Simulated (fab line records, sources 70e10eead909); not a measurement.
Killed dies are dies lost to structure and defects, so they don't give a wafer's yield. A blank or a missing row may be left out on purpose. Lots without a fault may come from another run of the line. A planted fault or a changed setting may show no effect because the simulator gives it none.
Which tool did it? | flow nand_harc | 13 lots, 39 wafers sampled, at 5 steps of a route of 1302

WHAT THE GAUGES READ, wafer by wafer
NHARC_A_CONTACT_CD_MEAS_69: target cd 300 nm. Usual: cd_nm 300.1 nm, standard deviation 0.65.
lot  | measured     | on        | cd_nm (nm)        | flag
L791 | day 21 22:41 | cd_sem-01 | 300.4 300.8 299.8 |
L794 | day 23 15:40 | cd_sem-01 | 301.4 300.6 300.7 |
L800 | day 25 17:32 | cd_sem-03 | 300.8 299.5 300.8 |
L801 | day 25 23:38 | cd_sem-02 | 299.7 298.9 299.1 |
L806 | day 28 09:07 | cd_sem-02 | 299.7 299.1 301.0 |
L808 | day 28 16:05 | cd_sem-01 | 300.7 300.2 300.8 |
L805 | day 28 21:11 | cd_sem-01 | 299.9 300.1 299.8 |
L811 | day 29 17:20 | cd_sem-01 | 300.1 300.8 299.9 |
L809 | day 29 17:52 | cd_sem-02 | 300.0 299.4 299.3 |
L810 | day 30 17:31 | cd_sem-01 | 300.0 300.0 299.8 |
L813 | day 30 21:56 | cd_sem-03 | 299.2 299.5 299.4 |
L812 | day 31 03:27 | cd_sem-02 | 300.1 300.5 300.3 |
L814 | day 31 09:55 | cd_sem-03 | 299.9 299.9 299.8 |

NHARC_END_SORT_01. Usual: killed_at_array 62, standard deviation 15; killed_at_other 0.8, standard deviation 1; killed_at_periphery 3.7, standard deviation 2.6; killed_dies 66, standard deviation 15; killed_open 3.1, standard deviation 1.8; killed_short 2.6, standard deviation 1.7.
lot  | measured     | on        | killed_at_array | killed_at_other | killed_at_periphery | killed_dies | killed_open | killed_short | flag
L800 | day 28 07:16 | prober-01 | 56 377 60       | 0 0 0           | 0 3 2               | 56 380 62   | 1 7 3       | 5 2 2        | OFF
L801 | day 28 12:23 | prober-02 | 384 49 350      | 0 1 0           | 3 6 7               | 387 56 357  | 3 2 2       | 2 2 5        | OFF

WHICH TOOL RAN EACH LOT (tool, then ch and the chambers of the sampled wafers, then the start)
lot  | NHARC_A_CONTACT_ETCH_123             | NHARC_A_CONTACT_DEP_57        | NHARC_A_CONTACT_ETCH_75
L791 | har_cap_etch-03 ch 0,1, day 21 14:52 | acl_dep-02 ch 0, day 21 18:43 | rie_diel-11 ch 0,2,3, day 21 22:59
L794 | har_cap_etch-01 ch 0,1, day 23 07:13 | acl_dep-01 ch 0, day 23 12:06 | rie_diel-01 ch 0,1, day 23 15:56
L800 | har_cap_etch-02 ch 0,1, day 25 10:33 | acl_dep-03 ch 0, day 25 13:36 | rie_diel-01 ch 0,3, day 25 17:50
L801 | har_cap_etch-01 ch 0,1, day 25 16:09 | acl_dep-03 ch 0, day 25 20:11 | rie_diel-01 ch 0,3, day 25 23:54
L806 | har_cap_etch-01 ch 0,1, day 28 01:44 | acl_dep-01 ch 0, day 28 06:13 | rie_diel-11 ch 1,2, day 28 09:23
L808 | har_cap_etch-02 ch 0,1, day 28 08:39 | acl_dep-01 ch 0, day 28 12:07 | rie_diel-01 ch 0,1,3, day 28 16:49
L805 | har_cap_etch-02 ch 0,1, day 28 14:17 | acl_dep-01 ch 0, day 28 17:47 | rie_diel-01 ch 0,2,3, day 28 21:27
L811 | har_cap_etch-01 ch 0, day 29 11:17   | acl_dep-02 ch 0, day 29 13:30 | rie_diel-01 ch 1,2, day 29 17:36
L809 | har_cap_etch-03 ch 0,1, day 29 11:36 | acl_dep-01 ch 0, day 29 13:53 | rie_diel-11 ch 0,2,3, day 29 18:08
L810 | har_cap_etch-02 ch 0,1, day 30 11:29 | acl_dep-01 ch 0, day 30 14:35 | rie_diel-05 ch 0,1,3, day 30 17:48
L813 | har_cap_etch-03 ch 0,1, day 30 15:56 | acl_dep-01 ch 0, day 30 18:01 | rie_diel-11 ch 0,1,2, day 30 22:14
L812 | har_cap_etch-01 ch 0,1, day 30 17:25 | acl_dep-02 ch 0, day 30 23:59 | rie_diel-01 ch 0,1, day 31 03:44
L814 | har_cap_etch-01 ch 0,1, day 31 03:55 | acl_dep-01 ch 0, day 31 06:04 | rie_diel-01 ch 0,3, day 31 10:13
- NHARC_A_CONTACT_ETCH_123: etches the open film in C4F8/O2/Ar, time 490 s, target depth 2110 nm.
- NHARC_A_CONTACT_DEP_57: deposits aC, target thk 5300 nm.
- NHARC_A_CONTACT_ETCH_75: etches the open film in CF4, target depth 39 nm, time 65 s.

WHAT THE TOOLS THEMSELVES READ (means of the sampled wafers that have a number; where no wafer has one, the mark that the record gives instead)
NHARC_A_CONTACT_DEP_57. Usual: throttle_valve_pct 35.000 %, standard deviation 0.0088.
lot  | tool       | throttle_valve_pct (%) | flag
L791 | acl_dep-02 | 35.004                 |
L794 | acl_dep-01 | 34.999                 |
L800 | acl_dep-03 | 34.988                 |
L801 | acl_dep-03 | 35.004                 |
L806 | acl_dep-01 | 35.000                 |
L808 | acl_dep-01 | 34.998                 |
L805 | acl_dep-01 | 35.002                 |
L811 | acl_dep-02 | 35.000                 |
L809 | acl_dep-01 | 35.002                 |
L810 | acl_dep-01 | 34.999                 |
L813 | acl_dep-01 | 34.998                 |
L812 | acl_dep-02 | 34.996                 |
L814 | acl_dep-01 | 35.002                 |

NHARC_A_CONTACT_ETCH_75. Usual: bias_w 100.02 W, standard deviation 0.29; drypump_motor_current_A 5.7 A, standard deviation 0.59; oes_product_au 1.007 a.u., standard deviation 0.0096; rf_vpp_V 151.1 V, standard deviation 1.3; showerhead_plenum_p_Torr 1.75 Torr, standard deviation 0.09; throttle_valve_pct 13.284 %, standard deviation 0.0094.
lot  | tool        | bias_w (W) | drypump_motor_current_A (A) | oes_product_au (a.u.) | rf_vpp_V (V) | showerhead_plenum_p_Torr (Torr) | throttle_valve_pct (%) | flag
L791 | rie_diel-11 | 100.20     | 5.7                         | 1.001                 | 151.2        | 1.76                            | 13.283                 |
L794 | rie_diel-01 | 99.95      | 5.6                         | 1.001                 | 151.6        | 1.75                            | 13.287                 |
L800 | rie_diel-01 | 100.10     | 6.2                         | 0.956                 | 150.2        | 1.69                            | 13.299                 | OFF
L801 | rie_diel-01 | 99.80      | 6.1                         | 0.897                 | 149.9        | 1.68                            | 13.280                 | OFF
L806 | rie_diel-11 | 100.13     | 5.7                         | 1.001                 | 152.2        | 1.76                            | 13.279                 |
L808 | rie_diel-01 | 100.20     | 5.8                         | 1.016                 | 151.5        | 1.75                            | 13.278                 |
L805 | rie_diel-01 | 100.08     | 5.8                         | 1.014                 | 150.0        | 1.71                            | 13.280                 |
L811 | rie_diel-01 | 100.08     | 4.9                         | 1.019                 | 151.7        | 1.81                            | 13.288                 |
L809 | rie_diel-11 | 100.01     | 5.7                         | 1.002                 | 151.9        | 1.83                            | 13.275                 |
L810 | rie_diel-05 | 100.16     | 5.9                         | 1.005                 | 150.3        | 1.66                            | 13.282                 |
L813 | rie_diel-11 | 100.05     | 5.9                         | 0.990                 | 152.0        | 1.77                            | 13.292                 |
L812 | rie_diel-01 | 100.10     | 5.6                         | 1.003                 | 150.6        | 1.74                            | 13.282                 |
L814 | rie_diel-01 | 100.23     | 6.1                         | 1.010                 | 149.9        | 1.67                            | 13.291                 |

THE ANSWER, worked out from the rows above alone
Rule: a lot is off if the mean of its wafers that have a number lies more than 3 standard deviations from the usual mean. A lot without any number at a reading at which 4 lots or more have one is off too. The other lots that the step has rows for count as sound. The gauges are gone through in route order, then the tools' own readings, and for those a lot's mean is taken as printed above. The first step at which some lot is off is used, and at that step the reading that is off furthest; a lot without a number counts as furthest.
Off: L800, L801, at NHARC_END_SORT_01 (killed_dies). Neither off nor sound, because the step has no rows for them: L791, L794, L806, L808, L805, L811, L809, L810, L813, L812, L814.
A tool fits if, at a process step before that reading, it ran every lot that is off, and no sound lot after the first of them. The gauges at NHARC_END_SORT_01 aren't tried: what is off there is off at NHARC_A_CONTACT_ETCH_75 too, on other tools, and a gauge's error can't cause that. Can't be told from this: 2 tools fit, acl_dep-03 at NHARC_A_CONTACT_DEP_57, rie_diel-01 at NHARC_A_CONTACT_ETCH_75.

WHAT THE SIMULATOR HAD PUT IN
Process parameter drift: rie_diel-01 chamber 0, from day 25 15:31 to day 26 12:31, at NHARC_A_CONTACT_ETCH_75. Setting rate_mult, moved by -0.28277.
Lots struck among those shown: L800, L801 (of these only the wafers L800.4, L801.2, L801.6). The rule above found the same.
